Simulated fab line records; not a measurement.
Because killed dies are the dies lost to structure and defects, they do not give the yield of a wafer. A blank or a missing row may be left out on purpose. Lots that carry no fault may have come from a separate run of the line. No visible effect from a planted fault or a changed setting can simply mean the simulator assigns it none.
Struck lot and sound lot, side by side ; flow nand harc ; 15 steps out of a route of 1302
Sound: these wafers, L783.2, L783.3, L783.5. Wafers L792.1, L792.3, L792.4 were the ones struck. At the end, the cause is stated.
Order at every step that has rows: each side's tool, ch and its chambers, its first start. Under that, the readings that differ: sound wafers ; struck wafers ; difference of the means ; sigmas: that difference in standard deviations of wafers without a fault.
alike: readings whose means differ by less than 2 such deviations, and words and numbers that are the same on both sides. not compared: withheld readings, readings that some wafer has no value for, bounds like >300 that may hide the same value, and numbers for which the record gives no deviation and whose values overlap.
A row with sigmas, a row that says differs or no value, or rows on one side alone: a step with any of these is where the two part. Numbers that have no deviation but don't overlap get no sigmas and don't part them. A reading missing from all wafers of one side parts the sides only when that side holds two or more wafers.

NHARC_P_GATE_DESCUM_93: chemistry O2, time 3 s.
  sound on rie diel-05 ch 1,2,3, day 6 00:50; struck on rie diel-08 ch 0,2,3, day 9 21:11
  alike: drypump motor current A, oes product au, rf vpp V, showerhead plenum p Torr, throttle valve pct
  not compared: rf hours counter h
then, 2 steps without rows for these wafers: NHARC_P_GATE_IMPLANT_94; NHARC_P_GATE_STRIP_113 (strips in N2/H2, time 740 s).
NHARC_P_GATE_STRIP_95: strips in O2.
  sound on plasma asher-02 ch 0,1, day 6 01:55; struck on plasma asher-02 ch 0,1, day 9 22:16
  alike: drypump motor current A, heater power w
  not compared: rf hours counter h
then, 1 step without rows for these wafers: NHARC_P_GATE_STRIP_96 (strips in SPM, time 900 s).
NHARC_P_GATE_RTA_64: time 1 s.
  sound on rtp anneal-02 ch 0, day 6 02:30; struck on rtp anneal-02 ch 0, day 9 22:50
  alike: lamp power pct, lamp_zone_4_pct, wafer_temp_C_max
then, 1 step without rows for these wafers: NHARC_P_GATE_ETCH_77 (etches SiO2 in dHF, target depth 6 nm).
NHARC_P_GATE_DEGAS_109: time 60 s.
  sound: pvd sputter-02 at day 6 02:47; struck: pvd sputter-03 at day 9 23:08
  alike: heater power w
then, 4 steps without rows for these wafers: NHARC_P_GATE_PRE_CLEAN_110 (time 30 s); NHARC_P_GATE_SPUTTER_78 (material Ni, target thk 10 nm); NHARC_P_GATE_SPUTTER_79 (material TiN, target thk 10 nm); NHARC_P_GATE_RTA_80 (time 30 s).
NHARC_P_GATE_STRIP_67: strips in SPM, time 600 s.
  sound on wet bench-09 ch 3,4,6, day 6 03:16; struck on wet bench-09 ch 0,1,2, day 9 23:38
reading;sound;struck;difference;sigmas
run length s (s);604.4 602.0 603.3;326.0 327.4 327.1;-276.4;-99 or more
NHARC_P_GATE_RTA_82: time 30 s.
  sound on rtp anneal-02 ch 0, day 6 03:34; struck on rtp anneal-01 ch 0, day 9 23:54
reading;sound;struck;difference;sigmas
wafer_temp_C_max;452.3 454.1 452.8;451.3 451.6 451.0;-1.8;-2
  alike: lamp power pct, lamp_zone_4_pct
following that, these wafers have no rows for 1 step: NHARC_END_SORT_01.

WHERE THEY PART
Last at NHARC_P_GATE_RTA_82 as far as this record goes, first at NHARC_P_GATE_STRIP_67.

WHY: what the simulator had put in
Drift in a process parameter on wet bench-09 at NHARC_P_GATE_STRIP_67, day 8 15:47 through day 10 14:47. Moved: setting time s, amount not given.
